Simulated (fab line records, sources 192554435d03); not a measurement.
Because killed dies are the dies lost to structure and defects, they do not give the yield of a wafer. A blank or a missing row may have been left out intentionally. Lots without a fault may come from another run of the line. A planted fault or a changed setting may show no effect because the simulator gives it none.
Which tool did it? / flow n5_finfet / Sampling: 8 lots, 24 wafers, 7 of 1938 route steps

WHAT THE GAUGES READ, wafer by wafer
N5_BEOL_M0_CUTY_OVL_MEAS_58. Usual: M0_ABLK_OVL typically reads -0.1 nm, with standard deviation 0.65.
lot=L218; measured=day 6 04:45; on=overlay-02; M0_ABLK_OVL (nm)=0.1 0.4 -0.1; flag=
lot=L223; measured=day 7 11:20; on=overlay-02; M0_ABLK_OVL (nm)=0.1 0.4 0.3; flag=
lot=L224; measured=day 7 14:55; on=overlay-01; M0_ABLK_OVL (nm)=0.0 0.4 0.6; flag=
lot=L234; measured=day 10 07:31; on=overlay-01; M0_ABLK_OVL (nm)=-0.2 -0.6 0.1; flag=
lot=L235; measured=day 10 08:37; on=overlay-02; M0_ABLK_OVL (nm)=-0.8 -0.8 -1.0; flag=
lot=L236; measured=day 10 18:55; on=overlay-02; M0_ABLK_OVL (nm)=0.1 0.0 -0.3; flag=
lot=L237; measured=day 10 23:56; on=overlay-01; M0_ABLK_OVL (nm)=-0.5 -1.4 -0.4; flag=
lot=L238; measured=day 11 06:47; on=overlay-02; M0_ABLK_OVL (nm)=-0.3 0.6 0.7; flag=

N5_BEOL_M0_OCD_MEAS_108. Usual: 32.9 nm for trench_depth_nm, sd 0.71.
lot=L218; measured=day 6 06:23; on=ocd-02; trench_depth_nm (nm)=32.6 32.1 33.3; flag=
lot=L223; measured=day 7 12:23; on=ocd-01; trench_depth_nm (nm)=0 0 0; flag=OFF
lot=L224; measured=day 7 17:43; on=ocd-02; trench_depth_nm (nm)=0 0.0 0.1; flag=OFF
lot=L234; measured=day 10 08:33; on=ocd-02; trench_depth_nm (nm)=33.1 32.6 31.0; flag=
lot=L235; measured=day 10 10:08; on=ocd-02; trench_depth_nm (nm)=31.5 33.0 32.5; flag=
lot=L236; measured=day 10 21:35; on=ocd-02; trench_depth_nm (nm)=33.2 33.5 33.5; flag=
lot=L237; measured=day 11 03:45; on=ocd-02; trench_depth_nm (nm)=33.8 33.4 32.8; flag=
lot=L238; measured=day 11 12:38; on=ocd-02; trench_depth_nm (nm)=32.5 31.7 32.4; flag=

N5_BEOL_M4_RC_MEAS_101. Usual: DIBL_N 35.9 mV/V, standard deviation 1.9; DIBL_P 35.8 mV/V, standard deviation 2.4; IOFF_N 0.15 nA/um, standard deviation 0.031; IOFF_P 0.21 nA/um, standard deviation 0.037; ION_N 672 uA/um, standard deviation 13; ION_P 462 uA/um, standard deviation 8.3; SS_N 71.5 mV/dec, standard deviation 0.72; SS_P 73.2 mV/dec, standard deviation 0.67; VT_N 250 mV, standard deviation 3.4; VT_P -250 mV, standard deviation 3.4.
lot=L218; measured=day 8 16:59; on=prober-02; DIBL_N (mV/V)=32.8 33.6 32.4; DIBL_P (mV/V)=33.2 34.1 32.9; IOFF_N (nA/um)=0.11 0.11 0.10; IOFF_P (nA/um)=0.14 0.14 0.13; ION_N (uA/um)=650 640 651; ION_P (uA/um)=452 435 444; SS_N (mV/dec)=70.8 70.8 70.5; SS_P (mV/dec)=72.9 73.1 72.6; VT_N (mV)=255 259 258; VT_P (mV)=-258 -259 -258; flag=
lot=L234; measured=day 12 23:16; on=prober-01; DIBL_N (mV/V)=35.1 38.3 37.1; DIBL_P (mV/V)=33.9 38.0 36.6; IOFF_N (nA/um)=0.13 0.18 0.16; IOFF_P (nA/um)=0.17 0.23 0.20; ION_N (uA/um)=674 693 674; ION_P (uA/um)=463 480 455; SS_N (mV/dec)=71.7 71.4 72.0; SS_P (mV/dec)=72.8 73.7 73.1; VT_N (mV)=254 250 251; VT_P (mV)=-256 -249 -253; flag=
lot=L235; measured=day 12 12:03; on=prober-01; DIBL_N (mV/V)=36.3 33.1 34.3; DIBL_P (mV/V)=34.0 30.0 32.4; IOFF_N (nA/um)=0.16 0.10 0.12; IOFF_P (nA/um)=0.20 0.14 0.17; ION_N (uA/um)=682 656 669; ION_P (uA/um)=465 453 461; SS_N (mV/dec)=71.4 71.2 70.8; SS_P (mV/dec)=73.8 72.4 72.6; VT_N (mV)=250 254 252; VT_P (mV)=-250 -253 -255; flag=
lot=L236; measured=day 13 07:49; on=prober-01; DIBL_N (mV/V)=37.3 35.4 35.8; DIBL_P (mV/V)=37.4 36.2 35.8; IOFF_N (nA/um)=0.19 0.16 0.17; IOFF_P (nA/um)=0.26 0.23 0.23; ION_N (uA/um)=682 676 688; ION_P (uA/um)=470 472 471; SS_N (mV/dec)=71.5 70.8 70.9; SS_P (mV/dec)=73.0 73.6 72.9; VT_N (mV)=244 247 247; VT_P (mV)=-246 -248 -248; flag=
lot=L237; measured=day 13 22:16; on=prober-02; DIBL_N (mV/V)=36.2 37.0 35.5; DIBL_P (mV/V)=39.0 39.4 37.0; IOFF_N (nA/um)=0.16 0.16 0.14; IOFF_P (nA/um)=0.23 0.22 0.19; ION_N (uA/um)=667 662 672; ION_P (uA/um)=459 451 461; SS_N (mV/dec)=71.7 71.6 71.8; SS_P (mV/dec)=73.3 73.5 73.1; VT_N (mV)=252 249 252; VT_P (mV)=-248 -250 -250; flag=
lot=L238; measured=day 13 22:01; on=prober-01; DIBL_N (mV/V)=38.1 37.9 35.8; DIBL_P (mV/V)=39.6 38.2 37.0; IOFF_N (nA/um)=0.19 0.18 0.15; IOFF_P (nA/um)=0.26 0.23 0.20; ION_N (uA/um)=677 696 674; ION_P (uA/um)=462 474 464; SS_N (mV/dec)=72.5 72.1 71.2; SS_P (mV/dec)=74.5 74.2 74.0; VT_N (mV)=246 249 251; VT_P (mV)=-246 -248 -251; flag=

TOOL THAT RAN EACH LOT (tool first, then ch and the chambers of the sampled wafers, then the start)
lot=L218; N5_BEOL_M0_CUTY_DESCUM_61=rie_diel-05 ch 2,3, day 6 04:56; N5_BEOL_M0_ETCH_138=rie_diel-05 ch 2,3, day 6 05:08; N5_BEOL_M0_HM_OPEN_105=rie_metal-03 ch 0, day 6 05:51; N5_BEOL_M0_ETCH_128=rie_diel-06 ch 0,1,2, day 6 06:14
lot=L223; N5_BEOL_M0_CUTY_DESCUM_61=rie_diel-05 ch 0,1,3, day 7 11:24; N5_BEOL_M0_ETCH_138=rie_diel-05 ch 0,1,3, day 7 11:37; N5_BEOL_M0_HM_OPEN_105=rie_metal-01 ch 0,1, day 7 11:42; N5_BEOL_M0_ETCH_128=rie_diel-05 ch 1,2,3, day 7 12:15
lot=L224; N5_BEOL_M0_CUTY_DESCUM_61=rie_diel-05 ch 0,1,2, day 7 14:58; N5_BEOL_M0_ETCH_138=rie_diel-05 ch 0,1,2, day 7 15:11; N5_BEOL_M0_HM_OPEN_105=rie_metal-01 ch 0,1, day 7 17:19; N5_BEOL_M0_ETCH_128=rie_diel-04 ch 0,1, day 7 17:34
lot=L234; N5_BEOL_M0_CUTY_DESCUM_61=rie_diel-05 ch 0,2,3, day 10 07:40; N5_BEOL_M0_ETCH_138=rie_diel-05 ch 0,2,3, day 10 07:52; N5_BEOL_M0_HM_OPEN_105=rie_metal-01 ch 0,1, day 10 08:05; N5_BEOL_M0_ETCH_128=rie_diel-04 ch 1,2, day 10 08:24
lot=L235; N5_BEOL_M0_CUTY_DESCUM_61=rie_diel-05 ch 0,3, day 10 08:48; N5_BEOL_M0_ETCH_138=rie_diel-05 ch 0,3, day 10 09:00; N5_BEOL_M0_HM_OPEN_105=rie_metal-03 ch 0,1, day 10 09:27; N5_BEOL_M0_ETCH_128=rie_diel-04 ch 1,2, day 10 09:59
lot=L236; N5_BEOL_M0_CUTY_DESCUM_61=rie_diel-05 ch 0,1, day 10 19:17; N5_BEOL_M0_ETCH_138=rie_diel-05 ch 0,1, day 10 19:30; N5_BEOL_M0_HM_OPEN_105=rie_metal-03 ch 0,1, day 10 21:07; N5_BEOL_M0_ETCH_128=rie_diel-06 ch 1,2, day 10 21:26
lot=L237; N5_BEOL_M0_CUTY_DESCUM_61=rie_diel-04 ch 1,2,3, day 11 00:07; N5_BEOL_M0_ETCH_138=rie_diel-04 ch 1,2,3, day 11 00:19; N5_BEOL_M0_HM_OPEN_105=rie_metal-03 ch 0,1, day 11 03:07; N5_BEOL_M0_ETCH_128=rie_diel-04 ch 0,1,3, day 11 03:36
lot=L238; N5_BEOL_M0_CUTY_DESCUM_61=rie_diel-05 ch 1,2,3, day 11 06:50; N5_BEOL_M0_ETCH_138=rie_diel-05 ch 1,2,3, day 11 07:02; N5_BEOL_M0_HM_OPEN_105=rie_metal-02 ch 0,1, day 11 11:30; N5_BEOL_M0_ETCH_128=rie_diel-06 ch 1,3, day 11 12:29
- N5_BEOL_M0_CUTY_DESCUM_61: chemistry O2, time 7.9 s.
- N5_BEOL_M0_ETCH_138: etches SiCN in CH3F/O2, target depth 12 nm, time 31.6 s.
- N5_BEOL_M0_HM_OPEN_105: chemistry Cl2/BCl3, target TiN, target depth 12 nm.
- N5_BEOL_M0_ETCH_128: etches SiCN in CF4/N2, target depth 12 nm, overetch 5.1 nm, time 21.4 s.

AS READ BY THE TOOLS THEMSELVES (means over the sampled wafers that have a number; for cases with no such wafer, the mark the record gives instead)
N5_BEOL_M0_CUTY_DESCUM_61. Usual: drypump_motor_current_A 5.7 A, standard deviation 0.51; oes_product_au 0.77 a.u., standard deviation 0.072; rf_vpp_V 242.8 V, standard deviation 1.6; showerhead_plenum_p_Torr 2.07 Torr, standard deviation 0.07; throttle_valve_pct 20.57 %, standard deviation 0.17.
lot=L218; tool=rie_diel-05; drypump_motor_current_A (A)=6.1; oes_product_au (a.u.)=0.80; rf_vpp_V (V)=243.4; showerhead_plenum_p_Torr (Torr)=2.11; throttle_valve_pct (%)=20.35; flag=
lot=L223; tool=rie_diel-05; drypump_motor_current_A (A)=5.8; oes_product_au (a.u.)=0.75; rf_vpp_V (V)=242.7; showerhead_plenum_p_Torr (Torr)=2.05; throttle_valve_pct (%)=20.63; flag=
lot=L224; tool=rie_diel-05; drypump_motor_current_A (A)=6.1; oes_product_au (a.u.)=0.76; rf_vpp_V (V)=242.3; showerhead_plenum_p_Torr (Torr)=2.05; throttle_valve_pct (%)=20.57; flag=
lot=L234; tool=rie_diel-05; drypump_motor_current_A (A)=5.9; oes_product_au (a.u.)=0.75; rf_vpp_V (V)=242.8; showerhead_plenum_p_Torr (Torr)=2.09; throttle_valve_pct (%)=20.56; flag=
lot=L235; tool=rie_diel-05; drypump_motor_current_A (A)=5.6; oes_product_au (a.u.)=0.73; rf_vpp_V (V)=242.5; showerhead_plenum_p_Torr (Torr)=2.08; throttle_valve_pct (%)=20.74; flag=
lot=L236; tool=rie_diel-05; drypump_motor_current_A (A)=5.8; oes_product_au (a.u.)=0.72; rf_vpp_V (V)=242.6; showerhead_plenum_p_Torr (Torr)=2.04; throttle_valve_pct (%)=20.78; flag=
lot=L237; tool=rie_diel-04; drypump_motor_current_A (A)=5.2; oes_product_au (a.u.)=0.74; rf_vpp_V (V)=243.1; showerhead_plenum_p_Torr (Torr)=2.09; throttle_valve_pct (%)=20.65; flag=
lot=L238; tool=rie_diel-05; drypump_motor_current_A (A)=6.0; oes_product_au (a.u.)=0.74; rf_vpp_V (V)=243.5; showerhead_plenum_p_Torr (Torr)=2.04; throttle_valve_pct (%)=20.52; flag=

N5_BEOL_M0_ETCH_138. Usual: CH3F_flow_sccm 30.00 sccm, standard deviation 0.084; O2_flow_sccm 20.00 sccm, standard deviation 0.064; drypump_motor_current_A 5.7 A, standard deviation 0.52; etch_rf_on_time_s 29.3 s, standard deviation 0.93; oes_product_au 0.66 a.u., standard deviation 0.063; rf_vpp_V 296.9 V, standard deviation 1.5; showerhead_plenum_p_Torr 1.98 Torr, standard deviation 0.069; throttle_valve_pct 16.44 %, standard deviation 0.18.
lot=L218; tool=rie_diel-05; CH3F_flow_sccm (sccm)=30.03; O2_flow_sccm (sccm)=19.99; drypump_motor_current_A (A)=6.1; etch_rf_on_time_s (s)=29.0; oes_product_au (a.u.)=0.69; rf_vpp_V (V)=297.3; showerhead_plenum_p_Torr (Torr)=2.00; throttle_valve_pct (%)=16.22; flag=
lot=L223; tool=rie_diel-05; CH3F_flow_sccm (sccm)=-; O2_flow_sccm (sccm)=-; drypump_motor_current_A (A)=-; etch_rf_on_time_s (s)=-; oes_product_au (a.u.)=-; rf_vpp_V (V)=-; showerhead_plenum_p_Torr (Torr)=-; throttle_valve_pct (%)=-; flag=OFF
lot=L224; tool=rie_diel-05; CH3F_flow_sccm (sccm)=-; O2_flow_sccm (sccm)=-; drypump_motor_current_A (A)=-; etch_rf_on_time_s (s)=-; oes_product_au (a.u.)=-; rf_vpp_V (V)=-; showerhead_plenum_p_Torr (Torr)=-; throttle_valve_pct (%)=-; flag=OFF
lot=L234; tool=rie_diel-05; CH3F_flow_sccm (sccm)=30.06; O2_flow_sccm (sccm)=19.97; drypump_motor_current_A (A)=5.9; etch_rf_on_time_s (s)=29.7; oes_product_au (a.u.)=0.65; rf_vpp_V (V)=296.0; showerhead_plenum_p_Torr (Torr)=1.98; throttle_valve_pct (%)=16.41; flag=
lot=L235; tool=rie_diel-05; CH3F_flow_sccm (sccm)=29.99; O2_flow_sccm (sccm)=19.92; drypump_motor_current_A (A)=5.6; etch_rf_on_time_s (s)=29.4; oes_product_au (a.u.)=0.62; rf_vpp_V (V)=297.4; showerhead_plenum_p_Torr (Torr)=1.98; throttle_valve_pct (%)=16.55; flag=
lot=L236; tool=rie_diel-05; CH3F_flow_sccm (sccm)=29.87; O2_flow_sccm (sccm)=20.00; drypump_motor_current_A (A)=5.9; etch_rf_on_time_s (s)=30.0; oes_product_au (a.u.)=0.61; rf_vpp_V (V)=296.1; showerhead_plenum_p_Torr (Torr)=1.94; throttle_valve_pct (%)=16.64; flag=
lot=L237; tool=rie_diel-04; CH3F_flow_sccm (sccm)=29.87; O2_flow_sccm (sccm)=20.00; drypump_motor_current_A (A)=5.2; etch_rf_on_time_s (s)=29.4; oes_product_au (a.u.)=0.64; rf_vpp_V (V)=297.1; showerhead_plenum_p_Torr (Torr)=2.01; throttle_valve_pct (%)=16.57; flag=
lot=L238; tool=rie_diel-05; CH3F_flow_sccm (sccm)=30.03; O2_flow_sccm (sccm)=20.01; drypump_motor_current_A (A)=6.0; etch_rf_on_time_s (s)=28.9; oes_product_au (a.u.)=0.64; rf_vpp_V (V)=296.3; showerhead_plenum_p_Torr (Torr)=1.95; throttle_valve_pct (%)=16.42; flag=

N5_BEOL_M0_HM_OPEN_105. Usual: drypump_motor_current_A 5.5 A, standard deviation 0.36; oes_product_au 0.84 a.u., standard deviation 0.082; throttle_valve_pct 21.78 %, standard deviation 0.17.
lot=L218; tool=rie_metal-03; drypump_motor_current_A (A)=6.1; oes_product_au (a.u.)=0.74; throttle_valve_pct (%)=21.88; flag=
lot=L223; tool=rie_metal-01; drypump_motor_current_A (A)=5.3; oes_product_au (a.u.)=0.86; throttle_valve_pct (%)=21.86; flag=
lot=L224; tool=rie_metal-01; drypump_motor_current_A (A)=5.2; oes_product_au (a.u.)=0.83; throttle_valve_pct (%)=21.95; flag=
lot=L234; tool=rie_metal-01; drypump_motor_current_A (A)=5.3; oes_product_au (a.u.)=0.84; throttle_valve_pct (%)=21.87; flag=
lot=L235; tool=rie_metal-03; drypump_motor_current_A (A)=5.4; oes_product_au (a.u.)=0.85; throttle_valve_pct (%)=21.67; flag=
lot=L236; tool=rie_metal-03; drypump_motor_current_A (A)=5.7; oes_product_au (a.u.)=0.79; throttle_valve_pct (%)=21.78; flag=
lot=L237; tool=rie_metal-03; drypump_motor_current_A (A)=5.7; oes_product_au (a.u.)=0.79; throttle_valve_pct (%)=21.78; flag=
lot=L238; tool=rie_metal-02; drypump_motor_current_A (A)=5.6; oes_product_au (a.u.)=0.79; throttle_valve_pct (%)=21.75; flag=

N5_BEOL_M0_ETCH_128. Usual: value, then standard deviation, for each; bias_w 70.01 W / 0.22; cf4_flow_sccm 59.98 sccm / 0.16; drypump_motor_current_A 5.7 A / 0.52; oes_product_au 0.54 a.u. / 0.054; rf_vpp_V 382.1 V / 2.1; showerhead_plenum_p_Torr 2.19 Torr / 0.081; throttle_valve_pct 15.53 % / 0.19.
lot=L218; tool=rie_diel-06; bias_w (W)=70.23; cf4_flow_sccm (sccm)=60.03; drypump_motor_current_A (A)=5.9; oes_product_au (a.u.)=0.55; rf_vpp_V (V)=380.9; showerhead_plenum_p_Torr (Torr)=2.15; throttle_valve_pct (%)=15.42; flag=
lot=L223; tool=rie_diel-05; bias_w (W)=70.17; cf4_flow_sccm (sccm)=59.96; drypump_motor_current_A (A)=6.0; oes_product_au (a.u.)=0.28; rf_vpp_V (V)=382.2; showerhead_plenum_p_Torr (Torr)=2.16; throttle_valve_pct (%)=15.48; flag=OFF
lot=L224; tool=rie_diel-04; bias_w (W)=70.03; cf4_flow_sccm (sccm)=60.06; drypump_motor_current_A (A)=5.9; oes_product_au (a.u.)=0.31; rf_vpp_V (V)=383.6; showerhead_plenum_p_Torr (Torr)=2.27; throttle_valve_pct (%)=15.56; flag=OFF
lot=L234; tool=rie_diel-04; bias_w (W)=69.85; cf4_flow_sccm (sccm)=60.03; drypump_motor_current_A (A)=5.5; oes_product_au (a.u.)=0.56; rf_vpp_V (V)=383.3; showerhead_plenum_p_Torr (Torr)=2.25; throttle_valve_pct (%)=15.60; flag=
lot=L235; tool=rie_diel-04; bias_w (W)=69.97; cf4_flow_sccm (sccm)=59.89; drypump_motor_current_A (A)=5.5; oes_product_au (a.u.)=0.55; rf_vpp_V (V)=382.7; showerhead_plenum_p_Torr (Torr)=2.25; throttle_valve_pct (%)=15.62; flag=
lot=L236; tool=rie_diel-06; bias_w (W)=69.92; cf4_flow_sccm (sccm)=59.86; drypump_motor_current_A (A)=5.6; oes_product_au (a.u.)=0.56; rf_vpp_V (V)=381.1; showerhead_plenum_p_Torr (Torr)=2.16; throttle_valve_pct (%)=15.33; flag=
lot=L237; tool=rie_diel-04; bias_w (W)=69.91; cf4_flow_sccm (sccm)=59.97; drypump_motor_current_A (A)=5.6; oes_product_au (a.u.)=0.52; rf_vpp_V (V)=383.0; showerhead_plenum_p_Torr (Torr)=2.22; throttle_valve_pct (%)=15.64; flag=
lot=L238; tool=rie_diel-06; bias_w (W)=69.95; cf4_flow_sccm (sccm)=59.96; drypump_motor_current_A (A)=5.4; oes_product_au (a.u.)=0.53; rf_vpp_V (V)=378.6; showerhead_plenum_p_Torr (Torr)=2.06; throttle_valve_pct (%)=15.53; flag=

THE ANSWER, worked out from the rows above alone
Rule: a lot counts as off when the mean over its wafers that have a number is more than 3 standard deviations away from the usual mean. A lot without any number at a reading at which 4 lots or more have one is off too. Where the step has rows for the other lots, those lots are counted as sound. The gauges are gone through in route order, then the tools' own readings, and for those a lot's mean is taken as printed above. The first step at which some lot is off is used, and at that step the reading that is off furthest; a lot without a number counts as furthest.
Off, at N5_BEOL_M0_OCD_MEAS_108 on trench_depth_nm: L223, L224.
If a tool, at a process step before that reading, ran all the lots that are off and no sound lot after the first of them, it fits. Not tried: the gauges at N5_BEOL_M0_OCD_MEAS_108; whatever is off there is also off at N5_BEOL_M0_ETCH_138, on other tools, and gauge error can't account for it. Of those tried, none fits.

WHAT THE SIMULATOR PUT IN
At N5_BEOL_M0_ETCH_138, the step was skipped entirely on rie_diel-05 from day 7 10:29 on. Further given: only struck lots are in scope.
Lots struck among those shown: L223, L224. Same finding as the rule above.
